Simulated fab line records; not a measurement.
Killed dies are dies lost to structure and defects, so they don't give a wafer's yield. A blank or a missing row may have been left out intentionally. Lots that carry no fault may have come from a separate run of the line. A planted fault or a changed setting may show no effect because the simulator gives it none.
fab line records    flow nand_harc
record: lots: 12  wafers: 36  last_day: 24
route steps=1159 shown A_BONDPAD@1073 HYBRID_BOND@1094 END@1159
lots that met no fault: from a run of the same line without faults
start_h: hours from the record's first day to the start of the lot's first wafer shown    wait_h: hours elapsed since this lot's preceding step    " repeats the value in the row above    L1.1+2: one row covering several wafers at once    - value missing, or start not given    * or withheld: withheld    < > ~ a bound
route shown NAME@n: NAME is a module with steps in the file, n the number in the route of the first one    usual: mean/standard deviation of fault-free wafers    same: alike in all rows    chamber/n: place in a boat    sites: per-site readings    _std_site: standard deviation across them    _edge_site: mean of outer sites minus mean of inner sites    radius_mm: for every site, how far away it sits from the centre of the wafer    mask NAME#n: copy n    behind: the most recent tool/chamber to have shaped the wafer    hold: why the lot was held/for how many hours/how that ended    device: the transistor (n, p or np) that didn't switch    end of line: the route-end tests of the same wafers    where a step has no rows: the recipe by itself    killed: the dies lost at the first sort to structure and to defects; this is not the yield of the wafer    map: per-die view of a wafer (x killed, . not killed, _ where there is no die)
set.NAME: setting as actually run; set.NAME@STEP: the setting as run at that earlier step    model.NAME: the simulator's own value behind a step, which no gauge read
one table for each step of the route and one row for each wafer, over a sample of lots
services: the hour from which a tool's chamber was out of use, counted from the record's first day as start_h (under 0 if before that day), plus the number of hours and why
== steps ==
step: NHARC_A_BONDPAD_OVL_MEAS_35
usual: overlay_x_nm: -1/6.3  overlay_y_nm: 1/7
lot.wafer  tool        chamber  start_h  wait_h  overlay_x_nm  overlay_y_nm
L616.2     overlay-01  -        409.54   -       8             -3
L616.3     "           -        "        "       9             -4
L616.6     "           -        "        "       9             -3
L615.1     overlay-01  -        410.81   -       8             3
L615.3     "           -        "        "       8             3
L615.5     "           -        "        "       9             3
L619.2     overlay-02  -        413.74   -       -2            -2
L619.5     "           -        "        "       -3            -3
L619.6     "           -        "        "       -2            -2
L617.1     overlay-01  -        419.19   -       6             3
L617.2     "           -        "        "       7             3
L617.5     "           -        "        "       6             2
L618.3     overlay-02  -        419.35   -       8             6
L618.4     "           -        "        "       9             6
L618.5     "           -        "        "       8             6
L620.1     overlay-01  -        432.78   -       -6            1
L620.4     "           -        "        "       -7            0
L620.6     "           -        "        "       -6            1
L624.3     overlay-02  -        450.26   -       -6            -6
L624.4     "           -        "        "       -7            -6
L624.6     "           -        "        "       -6            -6
L623.3     overlay-02  -        456.50   -       -12           6
L623.4     "           -        "        "       -11           6
L623.6     "           -        "        "       -11           6
L625.2     overlay-01  -        471.26   -       8             3
L625.3     "           -        "        "       8             4
L625.6     "           -        "        "       8             4
L632.1     overlay-02  -        502.65   -       -4            -5
L632.3     "           -        "        "       -4            -5
L632.5     "           -        "        "       -4            -5
L638.1     overlay-02  -        524.61   -       5             11
L638.2     "           -        "        "       5             11
L638.3     "           -        "        "       5             11
L636.2     overlay-02  -        546.64   -       -3            0
L636.4     "           -        "        "       -3            0
L636.5     "           -        "        "       -4            0
step: NHARC_A_BONDPAD_PVD_17
recipe: target_thk_a: 50  bias_v: 168.6  power_w: 15000  chamber_pressure_pa: 0.12  time_s: 8.06  substrate_temp_c: 50  material: TaN
usual: throttle_valve_pct: 29.9/0.85
lot.wafer  tool            chamber  start_h  wait_h  throttle_valve_pct
L616.3     pvd_sputter-02  -        -        -       32.1
L616.2     "               -        "        "       30.5
L616.6     "               -        "        "       29.3
L615.1     pvd_sputter-01  -        -        -       30.9
L615.3     "               -        "        "       29.6
L615.5     "               -        "        "       30.0
L619.2     pvd_sputter-02  -        -        -       29.3
L619.6     "               -        "        "       28.9
L619.5     "               -        "        "       30.7
L617.1     pvd_sputter-02  -        -        -       29.1
L617.2     "               -        "        "       30.1
L617.5     "               -        "        "       30.3
L618.4     pvd_sputter-01  -        -        -       30.0
L618.3     "               -        "        "       31.0
L618.5     "               -        "        "       30.2
L620.4     pvd_sputter-02  -        -        -       29.3
L620.1     "               -        "        "       32.4
L620.6     "               -        "        "       28.8
L624.3     pvd_sputter-03  -        -        -       30.2
L624.4     "               -        "        "       28.6
L624.6     "               -        "        "       30.1
L623.4     pvd_sputter-01  -        -        -       30.0
L623.3     "               -        "        "       29.6
L623.6     "               -        "        "       29.6
L625.3     pvd_sputter-03  -        -        -       28.8
L625.2     "               -        "        "       29.9
L625.6     "               -        "        "       30.2
L632.3     pvd_sputter-03  -        -        -       30.1
L632.1     "               -        "        "       29.8
L632.5     "               -        "        "       29.9
L638.3     pvd_sputter-03  -        -        -       30.0
L638.2     "               -        "        "       29.6
L638.1     "               -        "        "       30.1
L636.4     pvd_sputter-03  -        -        -       29.4
L636.2     "               -        "        "       29.9
L636.5     "               -        "        "       30.1
step: NHARC_HYBRID_BOND_ACTIVATE_00
recipe: time_s: 60  n2_flow_sccm: 200  ar_flow_sccm: 0  bias_power_w: 0  chemistry: N2
usual: drypump_motor_current_A: 5.9/0.6  n2_flow_sccm: 200.0/0.57  oes_product_au: 1.001/0.0075  rf_vpp_V: 64.2/0.88  run_length_s: 81.3/0.39  showerhead_plenum_p_Torr: 1.80/0.073
lot.wafer  tool         chamber  start_h  wait_h  drypump_motor_current_A  n2_flow_sccm  oes_product_au  rf_hours_counter_h  rf_vpp_V  run_length_s  showerhead_plenum_p_Torr
L616.3     rie_diel-06  2        412.29   0.1     5.3                      198.8         1.007           69                  64.2      81.5          1.73
L616.2     "            0        "        "       6.3                      200.6         0.995           73                  63.4      81.5          1.71
L616.6     "            0        "        "       6.3                      199.9         0.996           -                   63.8      81.5          1.71
L615.1     rie_diel-10  3        413.74   0.1     4.9                      199.5         1.004           5                   64.6      81.1          1.78
L615.3     "            1        "        "       6.4                      200.3         1.002           5                   63.8      81.0          1.71
L615.5     "            2        "        "       6.3                      199.6         1.013           -                   64.6      81.7          1.87
L619.2     rie_diel-10  0        420.56   0.1     6.5                      199.8         0.994           6                   64.7      80.7          1.87
L619.6     "            3        "        "       4.9                      200.0         1.001           -                   64.0      80.8          1.78
L619.5     "            0        "        "       6.6                      199.1         1.001           -                   66.2      81.0          1.87
L617.1     rie_diel-10  1        421.97   0.1     6.4                      200.1         1.006           6                   65.8      81.6          1.71
L617.2     "            0        "        "       6.5                      200.6         0.998           6                   64.4      80.7          1.87
L617.5     "            1        "        "       6.4                      200.2         1.013           -                   63.5      81.1          1.71
L618.4     rie_diel-10  0        422.32   0.1     6.5                      200.1         1.005           6                   65.0      80.9          1.87
L618.3     "            2        "        "       6.3                      200.2         1.002           6                   64.8      81.2          1.87
L618.5     "            3        "        "       4.9                      199.9         0.995           -                   63.0      80.8          1.78
L620.4     rie_diel-06  0        435.51   0.1     6.3                      199.5         1.001           5                   64.1      81.6          1.71
L620.1     "            2        "        "       5.3                      199.9         0.994           5                   63.1      81.2          1.73
L620.6     "            0        "        "       6.3                      200.5         0.997           -                   61.9      81.6          1.71
L624.3     rie_diel-11  3        453.73   0.1     5.8                      199.7         1.010           30                  63.8      81.7          1.65
L624.4     "            0        "        "       5.4                      200.2         0.996           23                  64.1      81.2          1.84
L624.6     "            1        "        "       6.4                      199.5         1.000           -                   64.5      82.0          1.78
L623.3     rie_diel-10  0        459.31   0.1     6.5                      200.5         0.996           9                   62.8      81.1          1.86
L623.6     "            1        "        "       6.4                      200.8         0.994           -                   63.4      81.2          1.71
L623.4     "            0        "        "       6.5                      199.7         0.982           -                   64.8      72.0          1.86
L625.2     rie_diel-10  3        474.03   0.1     4.9                      199.9         0.997           11                  64.2      72.5          1.78
L625.3     "            2        "        "       6.3                      199.7         1.001           11                  64.2      81.3          1.87
L625.6     "            3        "        "       4.9                      199.9         1.007           -                   64.4      81.2          1.78
L632.3     rie_diel-11  2        505.63   0.1     5.5                      200.2         1.011           48                  66.3      81.5          1.88
L632.1     "            3        "        "       5.7                      200.2         1.011           49                  63.2      81.2          1.65
L632.5     "            2        "        "       5.5                      199.8         1.012           -                   65.6      82.1          1.88
L638.2     rie_diel-11  1        527.41   0.1     6.4                      199.4         1.002           58                  64.7      81.8          1.77
L638.3     "            2        "        "       5.5                      200.0         1.006           53                  64.7      81.4          1.88
L638.1     "            0        "        "       5.4                      200.3         1.022           51                  64.5      81.0          1.83
L636.4     rie_diel-10  3        549.42   0.1     4.9                      198.9         1.007           0                   63.7      80.9          1.77
L636.2     "            0        "        "       6.5                      199.6         0.994           0                   65.0      80.9          1.86
L636.5     "            1        "        "       6.4                      199.6         1.002           -                   63.3      81.2          1.71
step: NHARC_HYBRID_BOND_INSPECT_06
recipe: inspect_instrument: ir_void
usual: raw_defect_count: 34/12
lot.wafer  tool               chamber  start_h  wait_h  raw_defect_count
L616.2     defect_inspect-02  -        422.85   0.1     25
L616.3     "                  -        "        "       32
L616.6     "                  -        "        "       30
L615.1     defect_inspect-02  -        431.53   0.0     32
L615.3     "                  -        "        "       25
L615.5     "                  -        "        "       24
L619.2     defect_inspect-01  -        431.54   0.1     29
L619.5     "                  -        "        "       47
L619.6     "                  -        "        "       32
L617.1     defect_inspect-02  -        431.55   0.1     19
L617.2     "                  -        "        "       23
L617.5     "                  -        "        "       28
L618.3     defect_inspect-01  -        431.56   0.1     19
L618.4     "                  -        "        "       19
L618.5     "                  -        "        "       13
L620.1     defect_inspect-01  -        445.25   0.0     16
L620.4     "                  -        "        "       15
L620.6     "                  -        "        "       13
L624.3     defect_inspect-01  -        465.37   0.1     42
L624.4     "                  -        "        "       42
L624.6     "                  -        "        "       46
L623.3     defect_inspect-01  -        474.30   0.1     34
L623.4     "                  -        "        "       25
L623.6     "                  -        "        "       35
L625.2     defect_inspect-02  -        483.76   0.1     33
L625.3     "                  -        "        "       30
L625.6     "                  -        "        "       35
L632.1     defect_inspect-01  -        513.43   0.0     66
L632.3     "                  -        "        "       50
L632.5     "                  -        "        "       56
L638.1     defect_inspect-02  -        537.57   0.0     33
L638.2     "                  -        "        "       38
L638.3     "                  -        "        "       35
L636.2     defect_inspect-02  -        559.17   0.1     55
L636.4     "                  -        "        "       55
L636.5     "                  -        "        "       52
step: NHARC_END_SORT_01
recipe: temp_c: 25
usual: defect_limited_yield: 95.2/1.6  killed_at_array: 28/11  killed_at_other: 0.8/1.3  killed_at_periphery: 3.6/2.5  killed_dies: 32/11  killed_open: 3.0/1.8  killed_short: 2.0/1.5  sort_bin_2_pct: 1.5/0.66  sort_bin_3_pct: 0.25/0.23  sort_bin_4_pct: 3.0/1.1  sort_n_pass: 645/11  sort_rim_yield_pct: 96.0/2.9  sort_yield_pct: 95.2/1.6
same: gross_dies: 677  sort_bin_5_pct[%]: 0  sort_bin_6_pct[%]: 0  sort_bin_7_pct[%]: 0  sort_bin_8_pct[%]: 0  sort_rim_n_gross: 106.00
lot.wafer  tool       chamber  start_h  wait_h  defect_limited_yield[%]  killed_at_array  killed_at_other  killed_at_periphery  killed_dies  killed_open  killed_short  sort_bin_2_pct[%]  sort_bin_3_pct[%]  sort_bin_4_pct[%]  sort_n_pass  sort_rim_yield_pct[%]  sort_yield_pct[%]
L616.2     prober-02  0        462.46   2.8     96.0                     26               0                1                    27           1            1             1.5                0                  2.5                650          98.1                   96.0
L616.3     prober-02  0        463.26   3.1     95.6                     26               0                4                    30           1            3             1.0                0.15               3.2                647          94.3                   95.6
L616.6     prober-02  0        465.64   4.0     96.3                     24               0                1                    25           1            1             1.2                0.30               2.2                652          98.1                   96.3
L615.1     prober-01  0        469.61   2.5     95.6                     30               0                0                    30           2            1             1.2                0.15               3.1                647          99.1                   95.6
L615.3     prober-01  0        471.19   3.1     96.5                     21               0                3                    24           2            2             1.2                0.44               1.9                653          100.0                  96.5
L615.5     prober-01  0        472.78   3.7     96.6                     23               0                0                    23           3            0             1.2                0.15               2.1                654          99.1                   96.6
L617.1     prober-01  0        477.38   2.5     98.4                     9                0                2                    11           2            1             0.7                0                  0.9                666          98.1                   98.4
L617.2     prober-01  0        478.19   2.8     95.9                     23               0                5                    28           4            3             1.3                0                  2.8                649          97.2                   95.9
L617.5     prober-01  0        480.63   3.8     95.9                     25               0                3                    28           3            3             1.3                0.15               2.7                649          92.5                   95.9
L619.2     prober-02  0        478.06   2.8     96.2                     23               0                3                    26           2            2             1.3                0                  2.5                651          95.3                   96.2
L619.5     prober-02  0        480.47   3.7     92.0                     49               0                5                    54           6            2             3.1                0.15               4.7                623          92.5                   92.0
L619.6     prober-02  0        481.28   4.0     95.3                     31               0                1                    32           3            2             1.5                0.44               2.8                645          95.3                   95.3
L618.3     prober-02  0        486.71   3.1     97.2                     15               0                4                    19           2            2             1.5                0.15               1.2                658          97.2                   97.2
L618.4     prober-02  0        487.51   3.4     97.0                     15               0                5                    20           4            1             0.7                0.30               1.9                657          99.1                   97.0
L618.5     prober-02  0        488.30   3.7     97.8                     11               0                4                    15           2            1             0                  0.15               2.1                662          98.1                   97.8
L620.1     prober-02  0        492.89   2.5     96.9                     13               0                8                    21           4            5             0.9                0.15               2.1                656          99.1                   96.9
L620.4     prober-02  0        495.30   3.4     96.8                     18               1                3                    22           3            7             1.2                0.15               1.9                655          96.2                   96.8
L620.6     prober-02  0        496.90   4.0     97.9                     11               1                2                    14           0            2             0.6                0                  1.5                663          98.1                   97.9
L624.3     prober-02  0        502.29   3.1     92.8                     35               5                9                    49           8            0             3.2                0.44               3.5                628          88.7                   92.8
L624.4     prober-02  0        503.09   3.4     93.8                     36               0                6                    42           5            1             2.2                0.44               3.5                635          98.1                   93.8
L624.6     prober-02  0        504.70   4.0     93.2                     37               0                9                    46           4            2             2.7                0.15               4.0                631          92.5                   93.2
L623.3     prober-01  0        502.46   3.1     96.2                     22               1                3                    26           1            0             1.3                0                  2.5                651          98.1                   96.2
L623.4     prober-01  0        503.27   3.4     96.5                     18               0                6                    24           2            3             1.0                0.44               2.1                653          98.1                   96.5
L623.6     prober-01  0        504.88   4.0     95.4                     26               0                5                    31           3            2             1.3                0.44               2.8                646          97.2                   95.4
L625.2     prober-02  0        509.32   2.8     95.0                     33               0                1                    34           3            2             1.3                0.59               3.1                643          99.1                   95.0
L625.3     prober-02  0        510.12   3.1     96.0                     24               0                3                    27           3            2             1.0                0.15               2.8                650          100.0                  96.0
L625.6     prober-02  0        512.51   4.0     95.4                     27               0                4                    31           2            2             1.3                0.15               3.1                646          97.2                   95.4
L632.1     prober-02  0        531.97   2.5     92.9                     42               3                3                    48           1            1             2.1                0.44               4.6                629          88.7                   92.9
L632.3     prober-02  0        533.56   3.1     94.7                     30               1                5                    36           3            0             2.7                0                  2.7                641          90.6                   94.7
L632.5     prober-02  0        535.15   3.7     91.6                     52               1                4                    57           8            2             2.5                0.44               5.5                620          91.5                   91.6
L638.1     prober-02  0        556.21   2.5     96.3                     22               0                3                    25           4            3             1.6                0.30               1.8                652          92.5                   96.3
L638.2     prober-02  0        557.01   2.8     94.5                     33               0                4                    37           4            4             1.9                0.15               3.4                640          97.2                   94.5
L638.3     prober-02  0        557.81   3.1     95.6                     28               0                2                    30           2            4             1.3                0.44               2.7                647          91.5                   95.6
L636.2     prober-02  0        577.86   2.8     92.0                     50               2                2                    54           2            2             2.4                0.30               5.3                623          91.5                   92.0
L636.4     prober-02  0        579.48   3.4     92.3                     47               3                2                    52           4            4             2.7                0.30               4.7                625          97.2                   92.3
L636.5     prober-02  0        580.29   3.7     91.7                     50               0                6                    56           5            5             2.1                0.89               5.3                621          97.2                   91.7
killed by level:class
L616.2 A_SLIT:chamber_film_flake=12 A_STAIRCASE:chamber_film_flake=4 A_CHANNEL_HOLE_D1:chamber_film_flake=3 A_WL_FILL:chamber_film_flake=2 A_CONTACT:chamber_film_flake=2 A_CHANNEL_HOLE_D1:geometric_particle:open=1 A_SGD_CUT:geometric_particle:short=1 P_STI:chamber_film_flake=1
L616.3 A_STAIRCASE:chamber_film_flake=8 A_SLIT:chamber_film_flake=8 A_CONTACT:chamber_film_flake=3 A_ONON_D1:geometric_particle:short=2 P_ZERO_WELL:chamber_film_flake=2 A_CHANNEL_HOLE_D1:chamber_film_flake=2 P_M0:geometric_particle:short=1 A_CONTACT:geometric_particle:open=1
L616.6 A_SLIT:chamber_film_flake=14 A_STAIRCASE:chamber_film_flake=6 A_ONON_D1:geometric_particle:short=1 A_SGD_CUT:geometric_particle:open=1 P_M2:chamber_film_flake=1 A_CHANNEL_FILL_D1:chamber_film_flake=1 A_CONTACT:chamber_film_flake=1
L615.1 A_SLIT:chamber_film_flake=16 A_CHANNEL_HOLE_D1:chamber_film_flake=4 A_CHANNEL_FILL_D1:chamber_film_flake=3 A_STAIRCASE:chamber_film_flake=3 A_WL_FILL:geometric_particle:short=1 A_WL_FILL:geometric_particle:open=1 A_BLC:geometric_particle:open=1 A_CONTACT:chamber_film_flake=1
L615.3 A_SLIT:chamber_film_flake=10 A_CONTACT:chamber_film_flake=3 A_CHANNEL_HOLE_D1:chamber_film_flake=2 A_STAIRCASE:chamber_film_flake=2 P_CONTACT:geometric_particle:short=1 P_M1:geometric_particle:open=1 A_SOURCE_PLATE:geometric_particle:short=1 A_WL_FILL:geometric_particle:open=1
L615.5 A_SLIT:chamber_film_flake=9 A_CHANNEL_HOLE_D1:chamber_film_flake=4 A_STAIRCASE:chamber_film_flake=4 A_CONTACT:geometric_particle:open=2 A_CONTACT:chamber_film_flake=2 A_BLC:geometric_particle:open=1 A_CHANNEL_FILL_D1:chamber_film_flake=1
L617.1 A_CHANNEL_HOLE_D1:chamber_film_flake=5 A_SLIT:chamber_film_flake=3 P_M0:geometric_particle:open=1 P_M0:geometric_particle:short=1 A_WL_FILL:geometric_particle:open=1
L619.2 A_SLIT:chamber_film_flake=10 A_CHANNEL_HOLE_D1:chamber_film_flake=5 A_CONTACT:chamber_film_flake=5 P_CONTACT:geometric_particle:short=1 P_CONTACT:geometric_particle:open=1 P_M0:geometric_particle:open=1 A_M1:geometric_particle:short=1 A_CHANNEL_FILL_D1:chamber_film_flake=1
L617.2 A_CHANNEL_HOLE_D1:chamber_film_flake=13 P_CONTACT:geometric_particle:open=3 A_WL_FILL:geometric_particle:short=2 A_CONTACT:chamber_film_flake=2 A_ONON_D1:geometric_particle:short=1 A_CHANNEL_FILL_D1:geometric_particle:open=1 P_ZERO_WELL:chamber_film_flake=1 P_M1:chamber_film_flake=1
L619.5 A_SLIT:chamber_film_flake=17 A_CHANNEL_HOLE_D1:chamber_film_flake=15 A_CONTACT:chamber_film_flake=5 A_WL_FILL:chamber_film_flake=4 A_WL_FILL:geometric_particle:short=2 A_BLC:geometric_particle:open=2 P_STI:chamber_film_flake=2 A_BONDPAD:chamber_film_flake=2
L617.5 A_CHANNEL_HOLE_D1:chamber_film_flake=13 A_STAIRCASE:chamber_film_flake=4 A_WL_FILL:geometric_particle:short=2 P_M0:geometric_particle:short=1 A_CHANNEL_FILL_D1:geometric_particle:open=1 A_CONTACT:geometric_particle:open=1 A_M0:geometric_particle:open=1 P_STI:chamber_film_flake=1
L619.6 A_SLIT:chamber_film_flake=10 A_CHANNEL_HOLE_D1:chamber_film_flake=8 A_WL_FILL:chamber_film_flake=3 A_CONTACT:chamber_film_flake=2 A_BONDPAD:chamber_film_flake=2 A_ONON_D1:geometric_particle:open=1 A_CHANNEL_FILL_D1:geometric_particle:open=1 A_CHANNEL_FILL_D1:geometric_particle:short=1
L618.3 A_CONTACT:chamber_film_flake=5 A_STAIRCASE:chamber_film_flake=3 A_M0:geometric_particle:open=2 P_ZERO_WELL:chamber_film_flake=2 A_CHANNEL_HOLE_D1:chamber_film_flake=2 A_ONON_D1:geometric_particle:short=1 A_CHANNEL_FILL_D1:geometric_particle:short=1 P_STI:chamber_film_flake=1
L618.4 A_STAIRCASE:chamber_film_flake=5 A_CHANNEL_HOLE_D1:chamber_film_flake=2 A_CONTACT:chamber_film_flake=2 P_M0:geometric_particle:open=1 A_SOURCE_PLATE:geometric_particle:open=1 A_BLC:geometric_particle:open=1 A_M0:geometric_particle:open=1 A_M0:geometric_particle:short=1
L618.5 A_STAIRCASE:chamber_film_flake=4 A_CHANNEL_HOLE_D1:chamber_film_flake=3 P_STI:chamber_film_flake=2 P_M0:geometric_particle:open=1 A_SOURCE_PLATE:geometric_particle:open=1 A_SOURCE_PLATE:geometric_particle:short=1 P_M1:chamber_film_flake=1 A_SLIT:chamber_film_flake=1
L620.1 A_STAIRCASE:chamber_film_flake=3 P_CONTACT:geometric_particle:short=2 P_M0:geometric_particle:open=2 A_CHANNEL_FILL_D1:geometric_particle:short=2 A_ZERO_WELL:chamber_film_flake=2 A_CHANNEL_HOLE_D1:chamber_film_flake=2 A_CONTACT:chamber_film_flake=2 P_M1:geometric_particle:short=1
L620.4 A_STAIRCASE:chamber_film_flake=5 A_WL_FILL:geometric_particle:short=3 A_CHANNEL_HOLE_D1:chamber_film_flake=2 A_CONTACT:chamber_film_flake=2 P_STI:geometric_particle:short=1 P_M1:geometric_particle:open=1 A_ONON_D1:geometric_particle:short=1 A_CHANNEL_FILL_D1:geometric_particle:short=1
L620.6 A_CHANNEL_HOLE_D1:chamber_film_flake=4 P_ZERO_WELL:chamber_film_flake=2 A_STAIRCASE:chamber_film_flake=2 A_ONON_D1:geometric_particle:short=1 A_CHANNEL_FILL_D1:geometric_particle:short=1 A_ZERO_WELL:chamber_film_flake=1 A_SLIT:chamber_film_flake=1 A_CONTACT:chamber_film_flake=1
L624.3 A_CONTACT:chamber_film_flake=11 A_CHANNEL_HOLE_D1:chamber_film_flake=10 THIN_TSV:chamber_film_flake=4 P_GATE:chamber_film_flake=3 A_M0:chamber_film_flake=3 A_SGD_CUT:geometric_particle:open=2 P_BONDPAD:chamber_film_flake=2 A_STAIRCASE:chamber_film_flake=2
L623.3 A_SLIT:chamber_film_flake=17 A_CHANNEL_HOLE_D1:chamber_film_flake=4 P_M1:geometric_particle:open=1 P_ZERO_WELL:chamber_film_flake=1 P_M0:chamber_film_flake=1 A_STAIRCASE:chamber_film_flake=1 THIN_TSV:chamber_film_flake=1
L624.4 A_CHANNEL_HOLE_D1:chamber_film_flake=15 A_CONTACT:chamber_film_flake=7 A_STAIRCASE:chamber_film_flake=3 A_CONTACT:geometric_particle:open=2 A_ZERO_WELL:chamber_film_flake=2 A_WL_FILL:chamber_film_flake=2 A_M0:chamber_film_flake=2 P_GATE:geometric_particle:open=1
L623.4 A_SLIT:chamber_film_flake=8 A_CHANNEL_HOLE_D1:chamber_film_flake=7 P_M1:geometric_particle:short=2 P_M0:chamber_film_flake=2 P_GATE:geometric_particle:open=1 A_WL_FILL:geometric_particle:short=1 A_WL_FILL:geometric_particle:open=1 P_ZERO_WELL:chamber_film_flake=1
L624.6 A_CHANNEL_HOLE_D1:chamber_film_flake=13 A_CONTACT:chamber_film_flake=11 P_STI:chamber_film_flake=4 P_GATE:chamber_film_flake=4 A_WL_FILL:chamber_film_flake=3 A_SGD_CUT:chamber_film_flake=3 A_ONON_D1:geometric_particle:open=2 P_M0:geometric_particle:short=1
L623.6 A_SLIT:chamber_film_flake=15 A_CHANNEL_HOLE_D1:chamber_film_flake=4 P_M0:chamber_film_flake=3 A_STAIRCASE:chamber_film_flake=3 P_M1:geometric_particle:open=1 A_ONON_D1:geometric_particle:short=1 A_CHANNEL_FILL_D1:geometric_particle:open=1 A_WL_FILL:geometric_particle:short=1
L625.2 A_SLIT:chamber_film_flake=17 A_CHANNEL_HOLE_D1:chamber_film_flake=5 A_WL_FILL:chamber_film_flake=3 A_WL_FILL:geometric_particle:short=2 A_CONTACT:geometric_particle:open=2 A_CONTACT:chamber_film_flake=2 A_CHANNEL_HOLE_D1:geometric_particle:open=1 P_M0:chamber_film_flake=1
L625.3 A_SLIT:chamber_film_flake=16 A_CHANNEL_HOLE_D1:chamber_film_flake=2 A_WL_FILL:chamber_film_flake=2 P_CONTACT:geometric_particle:open=1 P_M0:geometric_particle:open=1 A_CHANNEL_FILL_D1:geometric_particle:short=1 A_STAIRCASE:geometric_particle:short=1 A_CONTACT:geometric_particle:open=1
L625.6 A_SLIT:chamber_film_flake=19 A_STAIRCASE:chamber_film_flake=3 P_M0:geometric_particle:open=2 A_CHANNEL_FILL_D1:geometric_particle:short=1 A_M0:geometric_particle:short=1 P_ZERO_WELL:chamber_film_flake=1 P_BONDPAD:chamber_film_flake=1 A_CHANNEL_HOLE_D1:chamber_film_flake=1
L632.1 A_SLIT:chamber_film_flake=24 A_CHANNEL_HOLE_D1:chamber_film_flake=11 A_CONTACT:chamber_film_flake=5 P_M2:chamber_film_flake=3 THIN_TSV:chamber_film_flake=3 A_SGD_CUT:geometric_particle:open=1 A_CONTACT:geometric_particle:short=1
L632.3 A_SLIT:chamber_film_flake=12 A_CHANNEL_HOLE_D1:chamber_film_flake=11 A_CONTACT:chamber_film_flake=4 P_M2:chamber_film_flake=3 P_M0:geometric_particle:open=1 A_WL_FILL:geometric_particle:open=1 A_CONTACT:geometric_particle:open=1 P_GATE:chamber_film_flake=1
L632.5 A_CHANNEL_HOLE_D1:chamber_film_flake=26 A_SLIT:chamber_film_flake=13 A_STAIRCASE:chamber_film_flake=4 A_CONTACT:geometric_particle:open=2 A_M1:geometric_particle:open=2 A_CONTACT:chamber_film_flake=2 P_CONTACT:geometric_particle:open=1 P_M0:geometric_particle:open=1
L638.1 A_CHANNEL_HOLE_D1:chamber_film_flake=14 P_M0:geometric_particle:open=1 P_M1:geometric_particle:open=1 A_ONON_D1:geometric_particle:open=1 A_ONON_D1:geometric_particle:short=1 A_CHANNEL_FILL_D1:geometric_particle:short=1 A_CONTACT:geometric_particle:short=1 A_BLC:geometric_particle:open=1
L638.2 A_CHANNEL_HOLE_D1:chamber_film_flake=21 A_CONTACT:chamber_film_flake=4 A_STAIRCASE:chamber_film_flake=3 P_M0:geometric_particle:open=2 A_WL_FILL:geometric_particle:short=2 P_GATE:geometric_particle:open=1 P_M2:geometric_particle:short=1 A_ONON_D1:geometric_particle:short=1
L638.3 A_CHANNEL_HOLE_D1:chamber_film_flake=15 A_STAIRCASE:chamber_film_flake=4 A_CONTACT:chamber_film_flake=3 A_WL_FILL:geometric_particle:short=2 P_M2:geometric_particle:short=1 A_CHANNEL_HOLE_D1:geometric_particle:short=1 A_CONTACT:geometric_particle:open=1 A_BLC:geometric_particle:open=1
L636.2 A_SLIT:chamber_film_flake=20 A_CHANNEL_HOLE_D1:chamber_film_flake=12 A_WL_FILL:chamber_film_flake=5 A_STAIRCASE:chamber_film_flake=4 A_CONTACT:chamber_film_flake=4 A_CHANNEL_HOLE_D1:geometric_particle:short=1 A_CHANNEL_FILL_D1:geometric_particle:short=1 A_SLIT:geometric_particle:open=1
L636.4 A_CHANNEL_HOLE_D1:chamber_film_flake=15 A_SLIT:chamber_film_flake=15 A_STAIRCASE:chamber_film_flake=4 A_WL_FILL:chamber_film_flake=3 A_CONTACT:chamber_film_flake=3 HYBRID_BOND:chamber_film_flake=2 A_M0:chamber_film_flake=2 P_GATE:geometric_particle:short=1
L636.5 A_SLIT:chamber_film_flake=19 A_CHANNEL_HOLE_D1:chamber_film_flake=16 A_CONTACT:chamber_film_flake=4 A_STAIRCASE:chamber_film_flake=3 P_GATE:geometric_particle:open=2 P_M0:geometric_particle:open=2 A_CHANNEL_FILL_D1:geometric_particle:short=2 P_GATE:geometric_particle:short=1
== services ==
tool            chamber  start_h  hours  kind
rie_diel-10     0        387.00   -      clean
rie_diel-10     1        387.00   -      clean
rie_diel-10     2        387.00   -      clean
rie_diel-10     3        387.00   -      clean
pvd_sputter-02  -        392.00   10.0   pm
rie_diel-06     1        400.58   29.1   repair
rie_diel-10     0        411.50   -      clean
rie_diel-10     1        411.50   -      clean
rie_diel-10     2        411.50   -      clean
rie_diel-10     3        411.50   -      clean
rie_diel-06     -        418.20   9.0    pm
rie_diel-11     0        424.89   9.5    repair
rie_diel-10     0        427.08   6.7    repair
rie_diel-10     0        436.00   -      clean
rie_diel-10     2        457.66   3.5    repair
pvd_sputter-03  -        458.08   10.0   pm
rie_diel-06     2        462.53   3.9    repair
pvd_sputter-02  -        477.55   1.4    repair
rie_diel-10     2        480.05   3.0    repair
pvd_sputter-01  -        514.00   10.0   pm
rie_diel-11     2        517.27   6.7    repair
rie_diel-06     3        526.36   8.0    repair
rie_diel-10     -        530.50   9.0    pm
rie_diel-11     -        543.52   9.0    pm
== key ==
first_sign: step: NHARC_HYBRID_BOND_ACTIVATE_00  reading: run_length_s  direction: down  sigmas: 23  usual: *  struck: *
effect none on later readings
met_at NHARC_HYBRID_BOND_ACTIVATE_00
struck_lots L623,L625
struck_wafers L623.4,L625.2
not_acting_at NHARC_A_BONDPAD_OVL_MEAS_35,NHARC_A_BONDPAD_PVD_17,NHARC_HYBRID_BOND_INSPECT_06
onset_between 422.32 459.31
fault: kind: process_parameter_drift  tool: rie_diel-10  chamber: -  onset_h: 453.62  steps: NHARC_HYBRID_BOND_ACTIVATE_00  channel: time_s  offset: *  shape: step  end_h: 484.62  scope: struck_wafers_only  acts_in: *  stated: *
